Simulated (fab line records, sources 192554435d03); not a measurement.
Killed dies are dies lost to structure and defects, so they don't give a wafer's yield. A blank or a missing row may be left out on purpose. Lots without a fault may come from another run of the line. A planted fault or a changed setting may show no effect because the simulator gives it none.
A struck lot beside a sound one | flow n5_finfet | 36 steps out of a route of 1938
Sound: wafers L801.4, L801.5, L801.6. Struck: wafers L791.1, L791.2. (L791.4 of the same lot was not struck and is left out.) The cause comes at the end.
At each step with rows: each side's tool, then ch and its chambers, then its first start. Under that, the readings that differ: sound wafers | struck wafers | difference of the means | sigmas: that difference in standard deviations of wafers without a fault.
alike: readings whose means differ by less than 2 such deviations, and words and numbers that are the same on both sides. not compared: withheld readings, readings that some wafer has no value for, bounds like >300 that may hide the same value, and numbers for which the record gives no deviation and whose values overlap.
The two part at a step that has a row with sigmas, a row that says differs or no value, or rows on one side only. Numbers that don't overlap but have no deviation are shown without sigmas and don't part them. A reading that every wafer of one side lacks parts them only if that side has two wafers or more.

first, 8 steps without rows for these wafers: N5_BEOL_M9_SPUTTER_48 (material Cu, target thk 12 nm, time 2 s); N5_BEOL_M9_ECD_50 (material Cu, target thk 318 nm); N5_BEOL_M9_ANNEAL_51 (time 90 s); N5_BEOL_M9_CMP_52 (polishes, stops on SiCOH lowk, t overpolish 7 s, target thk 140 nm); N5_BEOL_M9_PRE_CLEAN_55 (time 15 s); N5_BEOL_M9_DEP_56 (deposits SiCN from 3MS/NH3, target thk 15 nm, time 26.5 s); N5_BEOL_M10_ILD_DEP_00 (deposits SiCOH lowk from DEMS/porogen, target thk 308.51 nm, time 58 s); N5_BEOL_M10_CURE_71 (cures SiCOH lowk, time 240 s).
N5_BEOL_M10_PECVD_70: deposits SiO2 from TEOS/O2, target thk 20 nm, time 22.7 s.
  sound on pecvd-04 ch 0,1,2, day 18 01:58; struck on pecvd-04 ch 0,2, day 14 07:08
  reading                                     | sound        | struck    | difference                   | sigmas
  since_wet_clean_h (h)                       | - - -        | 269 1023  | no value on the sound wafers |
  model.SiO2_of_BEOL_M10_PECVD_70.thk_nm (nm) | 20.4 19.8 20 | 21.8 21.8 | +1.7                         |
  alike: chamber_pressure_Torr, heater_power_w, showerhead_plenum_p_Torr, throttle_valve_pct
then, 24 steps without rows for these wafers: N5_BEOL_M10_HM_DEP_02 (deposits TiN, target thk 20 nm); N5_BEOL_M10_COAT_59 (time 60 s, resist thk 100 nm); N5_BEOL_M10_COAT_60 (time 60 s, resist thk 30 nm); N5_BEOL_M10_COAT_05 (resist thk 90 nm); N5_BEOL_M10_EBR_07; N5_BEOL_M10_SOFTBAKE_06 (time 60 s); N5_BEOL_M10_EXPOSE_08 (exposes mask M10); N5_BEOL_M10_PEB_09 (peb time 60 s); N5_BEOL_M10_DEVELOP_10 (develop time 30 s); N5_BEOL_M10_DESCUM_16 (chemistry O2, time 7.9 s); N5_BEOL_M10_ETCH_61 (etches SiARC in CF4, target depth 39 nm, time 65 s); N5_BEOL_M10_ETCH_62 (etches SOC in N2/H2, target depth 110 nm, overetch 22 nm, time 165 s); N5_BEOL_M10_STRIP_68 (strips in N2/H2); N5_BEOL_M10_STRIP_67 (strips in CF4); N5_BEOL_M10_HM_OPEN_17 (chemistry Cl2/BCl3, target TiN, target depth 20 nm, overetch 6 nm); N5_BEOL_M10_STRIP_19 (strips in O2); N5_BEOL_M10_COAT_63 (time 60 s, resist thk 100 nm); N5_BEOL_M10_COAT_64 (time 60 s, resist thk 30 nm); N5_BEOL_M10_COAT_22 (resist thk 90 nm); N5_BEOL_M10_EBR_24; N5_BEOL_M10_SOFTBAKE_23 (time 60 s); N5_BEOL_M10_EXPOSE_25 (exposes mask V9); N5_BEOL_M10_PEB_26 (peb time 60 s); N5_BEOL_M10_DEVELOP_27 (develop time 30 s).
N5_BEOL_M10_HM_STRIP_39: strips TiN in peroxide tin strip, target depth 25 nm, time 158 s.
  sound on wet_bench-03 ch 0,1,2, day 18 07:40; struck on wet_bench-01 ch 3,4, day 14 10:38
  reading                                     | sound          | struck    | difference | sigmas
  model.SiO2_of_BEOL_M10_PECVD_70.thk_nm (nm) | 20.2 19.8 19.8 | 21.8 21.6 | +1.8       |
  alike: bath_guard_temp_C
N5_BEOL_M10_CMP_52: polishes, stops on SiCOH lowk, t overpolish 7 s, target thk 140 nm.
  sound on cmp-01 ch 1,2, day 18 11:29; struck on cmp-04 ch 0,2, day 14 13:53
  reading                      | sound          | struck    | difference | sigmas
  barrier_field_endpoint_s (s) | 29.3 29.2 28.3 | 32.6 31.4 | +3.1       | +4
  alike: motor_current_A
-- the record jumps here: 2 days lie between the struck wafers' starts before and after (it left off in module BEOL_M10 and takes up again in module PASSIVATION, whose first step shown is number 1936 of the route) --
N5_PASSIVATION_PROBE_49:
  the record has rows for the struck wafers here (prober-01, day 16 15:22) and none for the sound ones

WHERE THEY PART
First at N5_BEOL_M10_PECVD_70; last, within this record, at N5_PASSIVATION_PROBE_49.

WHY: what the simulator had put in
Process parameter drift: pecvd-04, from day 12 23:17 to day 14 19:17, at N5_BEOL_M10_PECVD_70. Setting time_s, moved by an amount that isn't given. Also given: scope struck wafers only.
